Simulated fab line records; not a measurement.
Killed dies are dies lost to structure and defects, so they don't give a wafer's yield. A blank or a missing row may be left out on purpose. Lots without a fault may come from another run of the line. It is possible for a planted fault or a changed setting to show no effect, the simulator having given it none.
fab line records ; flow n5-finfet
record lots=9; wafers=27; last-day=17
route steps=1938 shown HKMG_FIN@413 BEOL_M4@1111 PASSIVATION@1936
lots with no fault: from the same line, run without faults
start-h: the number of hours between the record's first day and the start of the first shown wafer of the lot ; wait-h: hours elapsed since this lot's preceding step ; " as in the row above ; L1.1+2: several wafers, shown together as one row ; - no value, or no start was given ; * or withheld: withheld ; < > ~ a bound
route shown NAME@n: names a module that has steps shown in the file, with the first one's number in the route ; usual: mean and standard deviation over wafers with no fault ; same: alike in all rows ; chamber/n: place in a boat ; sites: per-site readings ; _std_site: their standard deviation ; _edge_site: inner sites' mean taken away from outer sites' mean ; radius-mm: for every site, how far away it sits from the centre of the wafer ; mask NAME#n: copy n ; behind: the most recent tool/chamber to have shaped the wafer ; hold: why the lot was held/for how many hours/how that ended ; device: whichever transistor did not switch (one of n, p or np) ; end of line: at the end of the route, the tests of the same wafers ; a step without rows: its recipe alone ; killed: the dies lost at the first sort to structure and to defects; this is not the yield of the wafer ; map: shows each die of a wafer: x if killed, . if not, _ if none is there
set.NAME: the setting the step ran with; set.NAME@STEP: the setting that earlier step ran with ; model.NAME: the simulator's own value behind a step, which no gauge read
a sample of lots followed through the steps of the route, with each step as a table and each wafer as a row
services: the hour from which a tool's chamber was out of use, counted from the record's first day as start-h (under 0 if before that day), plus the number of hours and why
## steps
# step N5_HKMG_FIN_CVD_62
# recipe material=a-Si; target-thk-a=30; temp-c=500; precursor=Si2H6; pressure-torr=1; time-s=20.8
# usual heater-power-w=1405/98; susceptor-temp-C=500.01/0.23
lot.wafer;tool;chamber;start-h;wait-h;heater-power-w;susceptor-temp-C
L112.1;thermal-cvd-si-01;0;90.48;0.2;1541;500.07
L112.3;thermal-cvd-si-01;1;90.48;0.2;1303;500.10
L112.6;thermal-cvd-si-01;2;90.48;0.2;1223;500.33
L113.1;thermal-cvd-si-02;2;96.92;0.2;1484;499.20
L113.2;thermal-cvd-si-02;0;96.92;0.2;1414;499.92
L113.6;thermal-cvd-si-02;2;96.92;0.2;1475;499.79
L114.1;thermal-cvd-si-01;0;105.44;0.2;1495;499.98
L114.4;thermal-cvd-si-01;2;105.44;0.2;1208;500.35
L114.5;thermal-cvd-si-01;0;105.44;0.2;1499;500.34
L117.2;thermal-cvd-si-02;2;126.85;0.2;1530;499.94
L117.5;thermal-cvd-si-02;0;126.85;0.2;1445;500.00
L117.6;thermal-cvd-si-02;1;126.85;0.2;1421;500.03
L122.2;thermal-cvd-si-01;2;153.47;0.2;1255;500.14
L122.4;thermal-cvd-si-01;0;153.47;0.2;1517;499.80
L122.5;thermal-cvd-si-01;1;153.47;0.2;1349;499.81
L126.2;thermal-cvd-si-01;1;174.93;0.2;1320;499.83
L126.4;thermal-cvd-si-01;1;174.93;0.2;1322;499.86
L126.6;thermal-cvd-si-01;2;174.93;0.2;1214;500.04
L128.2;thermal-cvd-si-01;2;187.50;0.2;1208;499.80
L128.3;thermal-cvd-si-01;0;187.50;0.2;1496;500.34
L128.4;thermal-cvd-si-01;2;187.50;0.2;1254;500.16
L129.3;thermal-cvd-si-02;0;194.21;0.2;1447;499.95
L129.4;thermal-cvd-si-02;0;194.21;0.2;1407;499.61
L129.6;thermal-cvd-si-02;2;194.21;0.2;1519;499.98
L130.4;thermal-cvd-si-01;0;200.27;0.2;1517;499.99
L130.5;thermal-cvd-si-01;2;200.27;0.2;1221;500.33
L130.6;thermal-cvd-si-01;1;200.27;0.2;1303;500.35
# step N5_HKMG_FIN_PWFM_ALD_03
# recipe material=TiN; target-thk-a=20; temp-c=400; ald-precursor-family=TiCl4; ald-co-reactant=NH3; pulse-time-s=1; purge-time-s=3; co-reactant-purge-time-s=2; co-reactant-pulse-time-s=2; ald-cycles=91; pressure-torr=3
# usual co-reactant-pulse-time-s=2/0; heater-power-w=869/110; precursor-pulse-height-rel=1.000/0.019; susceptor-temp-C=400.02/0.22
lot.wafer;tool;chamber;start-h;wait-h;co-reactant-pulse-time-s;heater-power-w;precursor-pulse-height-rel;susceptor-temp-C
L112.1;ald-metal-03;1;91.20;0.0;2;762;1.015;399.88
L112.3;ald-metal-03;2;91.20;0.0;2;926;0.999;400.55
L112.6;ald-metal-03;0;91.20;0.0;2;1040;0.990;400.15
L113.1;ald-metal-03;1;97.63;0.0;2;772;0.999;399.47
L113.2;ald-metal-03;3;97.63;0.0;2;815;0.988;399.84
L113.6;ald-metal-03;0;97.63;0.0;2;1035;1.026;399.77
L114.1;ald-metal-01;3;106.50;0.0;2;1030;0.993;400.05
L114.4;ald-metal-01;2;106.50;0.0;2;622;0.987;400.53
L114.5;ald-metal-01;3;106.50;0.0;2;1016;0.982;399.83
L117.2;ald-metal-04;0;127.56;0.0;2;920;1.012;400.28
L117.5;ald-metal-04;1;127.56;0.0;2;794;0.979;399.60
L117.6;ald-metal-04;2;127.56;0.0;2;851;1.008;400.00
L122.2;ald-metal-03;0;154.21;0.0;2;1033;0.994;399.91
L122.4;ald-metal-03;2;154.21;0.0;2;934;1.027;400.32
L122.5;ald-metal-03;3;154.21;0.0;2;833;1.004;400.03
L126.2;ald-metal-04;0;175.65;0.0;2;917;0.998;400.08
L126.4;ald-metal-04;1;175.65;0.0;2;790;1.001;400.27
L126.6;ald-metal-04;1;175.65;0.0;2;814;1.001;400.00
L128.2;ald-metal-03;0;188.23;0.0;2;1025;1.009;399.84
L128.3;ald-metal-03;3;188.23;0.0;2;818;1.022;400.00
L128.4;ald-metal-03;1;188.23;0.0;2;758;0.993;400.14
L129.3;ald-metal-04;1;194.92;0.0;2;817;1.005;400.04
L129.4;ald-metal-04;3;194.92;0.0;2;964;0.993;400.42
L129.6;ald-metal-04;3;194.92;0.0;2;925;1.025;400.17
L130.4;ald-metal-01;0;201.01;0.0;2;713;1.008;399.87
L130.5;ald-metal-01;2;201.01;0.0;2;638;1.021;399.94
L130.6;ald-metal-01;3;201.01;0.0;2;1008;0.950;399.63
# step N5_HKMG_FIN_ALD_91
# recipe material=TiN; target-thk-a=10; temp-c=400; ald-precursor-family=TiCl4; ald-co-reactant=NH3; pulse-time-s=1; purge-time-s=3; co-reactant-purge-time-s=2; co-reactant-pulse-time-s=2; ald-cycles=47; pressure-torr=3
# usual co-reactant-pulse-time-s=2/0; heater-power-w=858/120; precursor-pulse-height-rel=1.001/0.02; susceptor-temp-C=399.99/0.21
lot.wafer;tool;chamber;start-h;wait-h;co-reactant-pulse-time-s;heater-power-w;precursor-pulse-height-rel;susceptor-temp-C
L112.1;ald-metal-01;1;92.98;0.3;2;910;0.992;400.12
L112.3;ald-metal-01;2;92.98;0.3;2;613;0.972;399.88
L112.6;ald-metal-01;3;92.98;0.3;2;1000;0.996;400.01
L113.1;ald-metal-03;0;99.41;0.3;2;1025;0.980;400.24
L113.2;ald-metal-03;2;99.41;0.3;2;914;1.003;400.14
L113.6;ald-metal-03;3;99.41;0.3;2;834;1.008;400.01
L114.1;ald-metal-03;2;108.40;0.3;2;930;1.005;400.02
L114.4;ald-metal-03;3;108.40;0.3;2;826;0.985;400.23
L114.5;ald-metal-03;0;108.40;0.3;2;1039;0.995;399.98
L117.2;ald-metal-03;1;129.93;0.3;2;771;1.031;399.53
L117.5;ald-metal-03;3;129.93;0.3;2;819;1.013;399.64
L117.6;ald-metal-03;2;129.93;0.3;2;906;0.966;399.94
L122.2;ald-metal-01;2;156.26;0.3;2;647;1.020;400.09
L122.4;ald-metal-01;3;156.26;0.3;2;976;0.996;399.81
L122.5;ald-metal-01;2;156.26;0.3;2;634;1.010;400.30
L126.2;ald-metal-04;3;177.81;0.3;2;944;1.003;400.34
L126.4;ald-metal-04;2;177.81;0.3;2;849;1.029;400.02
L126.6;ald-metal-04;0;177.81;0.3;2;916;1.014;399.78
L128.2;ald-metal-04;3;190.14;0.3;2;922;1.000;400.15
L128.3;ald-metal-04;1;190.14;0.3;2;805;0.986;400.15
L128.4;ald-metal-04;0;190.14;0.3;2;948;0.985;399.90
L129.3;ald-metal-04;3;196.70;0.1;2;936;0.982;399.96
L129.4;ald-metal-04;0;196.70;0.1;2.4313;899;0.984;400.37
L129.6;ald-metal-04;2;196.70;0.1;2.4313;877;1.023;400.29
L130.4;ald-metal-04;2;202.91;0.1;2.4313;849;1.006;399.89
L130.5;ald-metal-04;1;202.91;0.1;2;823;0.989;399.76
L130.6;ald-metal-04;0;202.91;0.1;2.4313;912;1.039;399.97
# step N5_HKMG_FIN_ETCH_67
# recipe chemistry=N2/H2; target=SOC; target-depth-a=3889; stop-on=TiN; ion-energy-ev=100; bias-w=61; pressure-mtorr=30; source-w=850; n2-flow-sccm=200; h2-flow-sccm=200
# usual bias-w=61.00/0.2; drypump-motor-current-A=5.8/0.63; oes-product-au=0.77/0.08; rf-vpp-V=240.6/1.3; showerhead-plenum-p-Torr=2.53/0.085; throttle-valve-pct=17.83/0.18
lot.wafer;tool;chamber;start-h;wait-h;bias-w;drypump-motor-current-A;oes-product-au;rf-hours-counter-h;rf-vpp-V;showerhead-plenum-p-Torr;throttle-valve-pct
L112.1;rie-diel-06;2;94.39;-;61.11;5.3;0.87;35;239.4;2.49;17.51
L112.3;rie-diel-06;0;94.39;-;60.85;6.4;0.75;133;240.8;2.45;17.92
L112.6;rie-diel-06;2;94.39;-;60.93;5.3;0.87;-;239.4;2.49;17.51
L113.1;rie-diel-05;3;101.04;-;61.28;6.7;0.74;176;240.3;2.42;17.98
L113.2;rie-diel-05;1;101.04;-;61.01;5.9;0.88;35;241.5;2.50;17.94
L113.6;rie-diel-05;0;101.04;-;60.82;5.3;0.69;-;241.0;2.64;17.93
L114.1;rie-diel-05;3;109.88;-;60.78;6.7;0.74;179;239.0;2.42;17.98
L114.4;rie-diel-05;3;109.88;-;60.84;6.8;0.74;-;239.2;2.42;17.99
L114.5;rie-diel-05;0;109.88;-;61.12;5.2;0.68;-;241.6;2.64;17.95
L117.2;rie-diel-06;1;131.42;-;61.14;5.8;0.65;236;242.2;2.62;17.98
L117.5;rie-diel-06;1;131.42;-;61.11;5.8;0.66;-;241.4;2.62;17.96
L117.6;rie-diel-06;2;131.42;-;60.88;5.3;0.86;-;240.8;2.48;17.53
L122.2;rie-diel-05;1;157.72;-;61.40;6.0;0.84;58;239.9;2.49;17.98
L122.4;rie-diel-05;2;157.72;-;61.00;5.6;0.77;-;240.8;2.54;17.70
L122.5;rie-diel-05;3;157.72;-;61.06;6.7;0.72;-;239.2;2.41;18.01
L126.2;rie-diel-06;2;179.49;-;61.02;5.3;0.83;65;240.7;2.48;17.54
L126.4;rie-diel-06;2;179.49;-;61.07;5.3;0.83;-;240.8;2.48;17.56
L126.6;rie-diel-06;2;179.49;-;61.10;5.3;0.83;-;240.2;2.48;17.55
L128.2;rie-diel-05;3;191.58;-;60.98;6.7;0.71;209;240.2;2.41;18.04
L128.3;rie-diel-05;1;191.58;-;60.92;5.9;0.82;71;240.9;2.49;18.00
L128.4;rie-diel-05;0;191.58;-;61.01;5.3;0.66;229;241.8;2.63;17.99
L129.3;rie-diel-06;3;198.16;-;61.07;4.8;0.76;142;240.9;2.45;17.87
L129.4;rie-diel-06;2;198.16;-;61.22;5.3;0.83;73;240.2;2.47;17.59
L129.6;rie-diel-06;0;198.16;-;60.91;6.4;0.71;-;239.4;2.44;17.99
L130.4;rie-diel-01;1;204.41;-;60.95;5.3;0.73;-;241.3;2.52;18.03
L130.5;rie-diel-01;2;204.41;-;60.84;6.7;0.75;-;241.3;2.54;17.79
L130.6;rie-diel-01;0;204.41;-;60.64;6.2;0.95;-;242.9;2.72;17.52
# step N5_BEOL_M4_RC_MEAS_101
# usual DIBL_N=36.5/2; DIBL_P=36.5/2.3; IOFF_N=0.16/0.036; IOFF_P=0.21/0.037; ION_N=672/12; ION_P=459/7.1; SS_N=71.6/0.73; SS_P=73.4/0.76; VT_N=250/3.3; VT_P=-250.5/2.9
lot.wafer;tool;chamber;start-h;wait-h;DIBL_N[mV/V];DIBL_P[mV/V];IOFF_N[nA/um];IOFF_P[nA/um];ION_N[uA/um];ION_P[uA/um];SS_N[mV/dec];SS_P[mV/dec];VT_N[mV];VT_P[mV]
L112.1;prober-02;0;189.55;0.0;36.7;36.7;0.18;0.21;680;458;71.9;73.9;246;-251.4
L112.3;prober-02;0;189.55;0.0;34.8;35.0;0.14;0.19;679;463;71.4;73.4;251;-252.9
L112.6;prober-02;0;189.55;0.0;35.7;36.1;0.16;0.20;670;464;71.3;73.5;249;-251.7
L114.1;prober-01;0;194.93;0.0;32.9;33.3;0.11;0.17;671;465;70.6;72.2;253;-255.8
L114.4;prober-01;0;194.93;0.0;36.0;36.4;0.15;0.21;682;468;70.7;73.5;249;-247.8
L114.5;prober-01;0;194.93;0.0;31.2;31.0;0.10;0.14;672;465;69.7;72.0;257;-254.7
L113.1;prober-01;0;199.42;0.0;40.0;39.5;0.23;0.28;695;472;72.2;74.4;246;-246.4
L113.2;prober-01;0;199.42;0.0;40.9;41.1;0.25;0.32;679;457;72.4;74.7;245;-248.5
L113.6;prober-01;0;199.42;0.0;35.9;34.9;0.14;0.19;657;451;71.0;73.1;251;-251.8
L117.2;prober-01;0;227.04;0.2;36.7;35.7;0.15;0.18;670;459;70.9;73.6;249;-253.0
L117.5;prober-01;0;227.04;0.2;34.2;33.3;0.12;0.16;660;451;70.6;72.8;252;-255.4
L117.6;prober-01;0;227.04;0.2;36.2;34.4;0.14;0.17;665;450;70.7;73.2;250;-252.7
L122.2;prober-01;0;259.40;0.2;36.3;36.2;0.16;0.20;663;448;71.8;73.1;250;-252.3
L122.4;prober-01;0;259.40;0.2;37.4;36.3;0.19;0.21;652;446;73.3;73.4;250;-249.7
L122.5;prober-01;0;259.40;0.2;37.3;38.8;0.20;0.25;669;463;72.6;73.4;247;-246.2
L126.2;prober-01;0;280.33;0.2;36.3;34.2;0.15;0.18;670;454;71.7;73.4;251;-254.5
L126.4;prober-01;0;280.33;0.2;36.5;35.2;0.15;0.19;683;465;71.3;73.0;248;-249.9
L126.6;prober-01;0;280.33;0.2;36.8;35.0;0.15;0.19;663;453;72.0;73.7;254;-252.3
L128.2;prober-02;0;296.75;0.2;36.0;36.4;0.16;0.20;654;452;72.2;73.7;251;-253.1
L128.3;prober-02;0;296.75;0.2;32.4;33.5;0.12;0.16;668;463;70.2;72.5;250;-252.6
L128.4;prober-02;0;296.75;0.2;38.2;40.1;0.22;0.26;693;474;72.2;73.2;244;-248.4
L130.4;prober-01;0;297.56;0.5;39.5;41.0;0.23;0.29;695;475;71.6;74.7;244;-246.1
L130.5;prober-01;0;297.56;0.5;36.8;37.8;0.18;0.24;688;464;71.4;73.5;246;-246.8
L130.6;prober-01;0;297.56;0.5;34.2;34.2;0.12;0.17;662;460;71.0;72.8;255;-250.4
L129.3;prober-02;0;298.06;0.3;36.7;36.8;0.15;0.20;670;454;71.4;73.5;253;-255.1
L129.4;prober-02;0;298.06;0.3;38.1;38.8;0.17;0.23;669;459;71.5;73.9;249;-251.5
L129.6;prober-02;0;298.06;0.3;38.2;38.9;0.17;0.23;676;459;72.2;73.0;250;-251.6
# step N5_PASSIVATION_PROBE_49
# usual defect-limited-yield=91.4/1.4; killed_at_M0_to_M3=33/11; killed_at_M4_up=13/5.3; killed-at-contacts=13/6.1; killed-at-front-end=40/11; killed-at-other=2.9/2.7; killed-dies=102/17; killed-open=68/13; killed-short=32/7.5; sort_bin_5_function=5.1/0.98; sort_bin_6_memory=3.2/0.69; sort_bin_8_speed=0.1/1.1; sort-n-pass=1077/21; sort-yield-pct=91.3/1.7
# same gross-dies=1180; killed-at-back-side=0; sort_bin_4_leakage[%]=0
lot.wafer;tool;chamber;start-h;wait-h;defect-limited-yield[%];killed_at_M0_to_M3;killed_at_M4_up;killed-at-contacts;killed-at-front-end;killed-at-other;killed-dies;killed-open;killed-short;sort_bin_5_function[%];sort_bin_6_memory[%];sort_bin_8_speed[%];sort-n-pass;sort-yield-pct[%]
L112.1;prober-02;-;321.67;0.0;91.8;36;15;8;35;3;97;53;42;4.4;3.7;0;1083;91.8
L112.3;prober-02;-;321.77;0.1;91.9;31;10;8;43;4;96;66;29;5.2;2.7;0;1084;91.9
L112.6;prober-02;-;321.92;0.3;90.8;17;17;12;62;1;109;67;37;5.1;3.2;0;1071;90.8
L126.2;prober-01;-;399.63;0.1;90.3;37;18;23;35;1;114;77;32;5.4;3.7;0;1066;90.3
L126.4;prober-01;-;399.73;0.2;90.9;32;13;25;36;1;107;72;28;5.5;2.9;0;1073;90.9
L126.6;prober-01;-;399.83;0.3;90.3;40;19;27;28;1;115;89;25;4.7;4.8;0;1065;90.3
L129.3;prober-01;-;409.07;0.1;90.2;38;10;34;30;4;116;80;35;5.8;3.7;0;1064;90.2
L129.4;prober-01;-;409.12;0.2;89.1;40;9;22;45;13;129;91;35;6.3;4.5;0;1051;89.1
L129.6;prober-01;-;409.22;0.3;90.9;34;18;30;21;4;107;81;25;5.1;3.7;0;1073;90.9
L130.4;prober-02;-;411.35;0.2;91.0;30;16;13;43;4;106;72;33;6.4;2.3;0;1074;91.0
L130.5;prober-02;-;411.40;0.2;93.3;36;11;7;24;1;79;49;29;3.5;3.0;0;1101;93.3
L130.6;prober-02;-;411.45;0.3;89.5;52;16;9;44;3;124;83;40;6.4;4.0;0;1056;89.5
# killed by level:class
L112.1 STI_FIN_REVEAL:geometric-particle:open=8 MOL_CONTACT_COAG:geometric-particle:open=6 BEOL_M3:geometric-particle:open=6 BEOL_M4:geometric-particle:short=6 GATE_CUT:geometric-particle:short=5 BEOL_M0:geometric-particle:open=5 BEOL_M0_SAQP:geometric-particle:short=5 BEOL_M2:geometric-particle:short=5
L112.3 FIN_SAQP:geometric-particle:short=8 DUMMY_GATE:geometric-particle:open=8 BEOL_M3:geometric-particle:open=8 MOL_CONTACT_COAG:geometric-particle:open=7 BEOL_M0_SAQP:geometric-particle:open=6 BEOL_M1:geometric-particle:open=6 STI_FIN_REVEAL:geometric-particle:open=5 FIN_SAQP:geometric-particle:open=4
L112.6 FIN_SAQP:geometric-particle:open=11 BEOL_M4:geometric-particle:open=10 STI_FIN_REVEAL:geometric-particle:open=9 GATE_CUT:geometric-particle:short=7 MOL_CONTACT_COAG:geometric-particle:short=6 DUMMY_GATE:geometric-particle:open=6 MOL_CONTACT_COAG:geometric-particle:open=6 BEOL_M2:geometric-particle:open=6
L126.2 MOL_CONTACT_COAG:geometric-particle:open=19 FIN_SAQP:geometric-particle:short=9 BEOL_M3:geometric-particle:open=9 BEOL_M4:geometric-particle:open=9 FIN_SAQP:geometric-particle:open=7 BEOL_M0_SAQP:geometric-particle:short=7 BEOL_M1:geometric-particle:open=6 BEOL_M2:geometric-particle:open=6
L126.4 MOL_CONTACT_COAG:geometric-particle:open=19 BEOL_M3:geometric-particle:open=8 HKMG_FIN:area-etch=7 FIN_SAQP:geometric-particle:open=6 STI_FIN_REVEAL:geometric-particle:open=6 MOL_CONTACT_COAG:geometric-particle:short=6 BEOL_M0_SAQP:geometric-particle:open=6 BEOL_M0_SAQP:geometric-particle:short=6
L126.6 MOL_CONTACT_COAG:geometric-particle:open=25 FIN_SAQP:geometric-particle:open=10 BEOL_M1:geometric-particle:open=10 BEOL_M3:geometric-particle:open=8 BEOL_M2:geometric-particle:open=7 BEOL_M5:geometric-particle:open=7 BEOL_M0_SAQP:geometric-particle:open=6 BEOL_M0_SAQP:geometric-particle:short=5
L129.3 MOL_CONTACT_COAG:geometric-particle:open=31 BEOL_M0_SAQP:geometric-particle:short=8 BEOL_M1:geometric-particle:open=8 BEOL_M3:geometric-particle:open=8 GATE_CUT:geometric-particle:short=6 BEOL_M0_SAQP:geometric-particle:open=5 STI_FIN_REVEAL:geometric-particle:open=4 BEOL_M2:geometric-particle:open=4
L129.4 STI_FIN_REVEAL:geometric-particle:open=19 MOL_CONTACT_COAG:geometric-particle:open=19 BEOL_M0_SAQP:geometric-particle:short=9 BEOL_M1:geometric-particle:open=9 BEOL_M4:geometric-particle:open=7 BEOL_M0_SAQP:geometric-particle:open=6 BEOL_M2:geometric-particle:open=6 PASS1_CAP:geometric-particle:open=5
L129.6 MOL_CONTACT_COAG:geometric-particle:open=25 BEOL_M0_SAQP:geometric-particle:open=11 BEOL_M2:geometric-particle:open=10 BEOL_M4:geometric-particle:open=10 MOL_CONTACT_COAG:geometric-particle:short=5 FIN_SAQP:geometric-particle:open=3 DUMMY_GATE:geometric-particle:short=3 ILD0:geometric-particle:open=3
L130.4 FIN_SAQP:geometric-particle:open=12 FIN_SAQP:geometric-particle:short=11 MOL_CONTACT_COAG:geometric-particle:open=9 BEOL_M4:geometric-particle:open=9 STI_FIN_REVEAL:geometric-particle:open=8 BEOL_M1:geometric-particle:open=8 BEOL_M0_SAQP:geometric-particle:open=7 DUMMY_GATE:geometric-particle:open=5
L130.5 STI_FIN_REVEAL:geometric-particle:open=10 BEOL_M3:geometric-particle:short=9 BEOL_M1:geometric-particle:open=7 MOL_CONTACT_COAG:geometric-particle:open=6 BEOL_M2:geometric-particle:open=6 BEOL_M3:geometric-particle:open=6 FIN_SAQP:geometric-particle:short=4 BEOL_M0_SAQP:geometric-particle:short=4
L130.6 FIN_SAQP:geometric-particle:open=17 BEOL_M2:geometric-particle:open=12 BEOL_M0_SAQP:geometric-particle:short=10 BEOL_M1:geometric-particle:open=9 STI_FIN_REVEAL:geometric-particle:open=8 MOL_CONTACT_COAG:geometric-particle:open=7 FIN_SAQP:geometric-particle:short=6 BEOL_M3:geometric-particle:short=6
## services
tool;chamber;start-h;hours;kind
ald-metal-01;1;74.10;8.1;repair
rie-diel-06;1;78.17;4.5;repair
rie-diel-05;-;88.48;0.2;repair
rie-diel-05;2;106.14;16.1;repair
rie-diel-05;1;116.27;3.7;repair
ald-metal-04;-;121.19;1.0;repair
rie-diel-06;2;128.59;2.3;repair
thermal-cvd-si-01;2;142.66;7.7;repair
thermal-cvd-si-02;0;144.02;12.8;repair
rie-diel-01;0;153.21;-;clean
rie-diel-01;0;153.21;-;consumable-replace:focus-ring
rie-diel-01;0;153.21;-;consumable-replace:showerhead
rie-diel-01;0;153.21;21.3;scheduled-down
rie-diel-01;0;153.21;21.3;vent-cycle
rie-diel-05;0;156.68;4.6;repair
thermal-cvd-si-02;1;164.63;6.3;repair
rie-diel-06;1;173.05;-;clean
rie-diel-06;1;173.05;-;consumable-replace:focus-ring
rie-diel-06;1;173.05;16.4;scheduled-down
rie-diel-06;1;173.05;16.4;vent-cycle
rie-diel-06;0;176.57;2.9;repair
rie-diel-01;3;183.44;7.2;repair
ald-metal-03;2;193.46;5.1;repair
rie-diel-06;1;199.25;14.5;repair
## key
first-sign step=N5_HKMG_FIN_ALD_91; reading=co-reactant-pulse-time-s; direction=up; sigmas=99+; usual=*; struck=*
effect none on later readings
met-at N5_HKMG_FIN_ALD_91
struck-lots L129,L130
struck-wafers L129.4,L129.6,L130.4,L130.6
not-acting-at N5_HKMG_FIN_CVD_62,N5_HKMG_FIN_PWFM_ALD_03,N5_HKMG_FIN_ETCH_67
onset-between 190.14 196.70
fault kind=process-parameter-drift; tool=ald-metal-04; chamber=-; onset-h=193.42; steps=N5_HKMG_FIN_ALD_91; channel=co-reactant-pulse-time-s; offset=*; shape=step; end-h=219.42; scope=struck-wafers-only; acts-in=*; stated=*
